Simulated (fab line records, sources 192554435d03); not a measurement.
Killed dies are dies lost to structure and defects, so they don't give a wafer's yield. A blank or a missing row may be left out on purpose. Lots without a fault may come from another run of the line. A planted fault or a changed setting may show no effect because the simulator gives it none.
Tool commonality check | flow n5_finfet | 10 lots, 29 wafers sampled

WHY IT WAS OPENED
At N5_FIN_SAQP_OVL_MEAS_17 the reading FIN_CORE_OVL is flagged on 2 of 10 lots. Wafers without a fault read -0.5 nm, standard deviation 0.89.
Rule: a lot is flagged when every wafer of it that has a number lies more than 4 standard deviations from that mean, or none has a number. The other lots count as sound.

lot  | measured    | on         | FIN_CORE_OVL (nm), wafer by wafer | flag
L555 | day 2 10:15 | overlay-02 | -1.1 0.4 -1.4                     |
L556 | day 2 16:01 | overlay-02 | -1.5 -2.5 -0.7                    |
L557 | day 2 21:39 | overlay-01 | -0.5 0.9 -0.3                     |
L558 | day 3 04:01 | overlay-02 | -0.5 -0.1 0.1                     |
L560 | day 3 15:17 | overlay-01 | -0.7 -0.1 0.1                     |
L561 | day 3 22:39 | overlay-02 | -0.2 1.4 0.5                      |
L564 | day 4 19:23 | overlay-02 | 0.2 -0.4 -0.9                     |
L569 | day 5 23:02 | overlay-01 | -0.8 -1.1                         |
L574 | day 7 03:11 | overlay-01 | 16.5 16.7 16.4                    | FLAGGED
L575 | day 7 09:25 | overlay-02 | 17.8 18.0 17.4                    | FLAGGED
The numbers of the flagged lots are 17.1 nm on average: +17.6 nm against the usual, or +20 standard deviations.

WHICH TOOL RAN EACH LOT
The record holds 2 process steps before the reading, out of a route of 1938 steps. In each cell: the tool, then ch and the chambers that the sampled wafers went through, then the start.
lot  | flag    | N5_PMOS_HMC_CHANNEL_EPI_FIN_RECESS_16 | N5_FIN_SAQP_EXPOSE_13
L555 |         | rie_si-04 ch 0,2,3, day 2 06:40       | arfi_scanner-03 ch 0, day 2 10:05
L556 |         | rie_si-01 ch 0,3, day 2 12:23         | arfi_scanner-01 ch 0, day 2 15:52
L557 |         | rie_si-04 ch 1,2, day 2 17:41         | arfi_scanner-02 ch 0, day 2 21:29
L558 |         | rie_si-04 ch 0,2,3, day 3 00:08       | arfi_scanner-03 ch 0, day 3 03:50
L560 |         | rie_si-01 ch 0,1,3, day 3 11:42       | arfi_scanner-01 ch 0, day 3 15:07
L561 |         | rie_si-01 ch 0,2, day 3 17:38         | arfi_scanner-02 ch 0, day 3 22:29
L564 |         | rie_si-04 ch 1,3, day 4 14:28         | arfi_scanner-01 ch 0, day 4 19:13
L569 |         | rie_si-04 ch 3, day 5 17:56           | arfi_scanner-01 ch 0, day 5 22:53
L574 | FLAGGED | rie_si-06 ch 1,2,3, day 6 23:38       | arfi_scanner-01 ch 0, day 7 03:01
L575 | FLAGGED | rie_si-01 ch 0,1,3, day 7 05:49       | arfi_scanner-01 ch 0, day 7 09:15
What these steps do:
- N5_PMOS_HMC_CHANNEL_EPI_FIN_RECESS_16: chemistry HBr/Cl2, target Si, target depth 54 nm, time 18 s.
- N5_FIN_SAQP_EXPOSE_13: exposes mask FIN CORE, target cd 35.6 nm.
- N5_FIN_SAQP_OVL_MEAS_17

FLAGGED OVER TOTAL, TOOL BY TOOL (the gauges that took the reading come last)
step                                  | tool            | lots run | flagged | share of the flagged lots | sound lots run after its first flagged lot
N5_PMOS_HMC_CHANNEL_EPI_FIN_RECESS_16 | rie_si-01       | 4        | 1       | some                      | 0
N5_PMOS_HMC_CHANNEL_EPI_FIN_RECESS_16 | rie_si-04       | 5        | 0       | none                      | -
N5_PMOS_HMC_CHANNEL_EPI_FIN_RECESS_16 | rie_si-06       | 1        | 1       | some                      | 0
N5_FIN_SAQP_EXPOSE_13                 | arfi_scanner-01 | 6        | 2       | all                       | 0
N5_FIN_SAQP_EXPOSE_13                 | arfi_scanner-02 | 2        | 0       | none                      | -
N5_FIN_SAQP_EXPOSE_13                 | arfi_scanner-03 | 2        | 0       | none                      | -
N5_FIN_SAQP_OVL_MEAS_17               | overlay-01      | 4        | 1       | some                      | 0
N5_FIN_SAQP_OVL_MEAS_17               | overlay-02      | 6        | 1       | some                      | 0

WHAT THE TABLE ALLOWS
1 row of the table ran every flagged lot: arfi_scanner-01 at N5_FIN_SAQP_EXPOSE_13.
- arfi_scanner-01 at N5_FIN_SAQP_EXPOSE_13: 2 of its 6 lots flagged. Its last sound lot is L569 (day 5 22:53), its first flagged lot L574 (day 7 03:01): a fault that began between those two fits.
One tool is left: arfi_scanner-01 at N5_FIN_SAQP_EXPOSE_13.

WHAT THE SIMULATOR HAD PUT IN
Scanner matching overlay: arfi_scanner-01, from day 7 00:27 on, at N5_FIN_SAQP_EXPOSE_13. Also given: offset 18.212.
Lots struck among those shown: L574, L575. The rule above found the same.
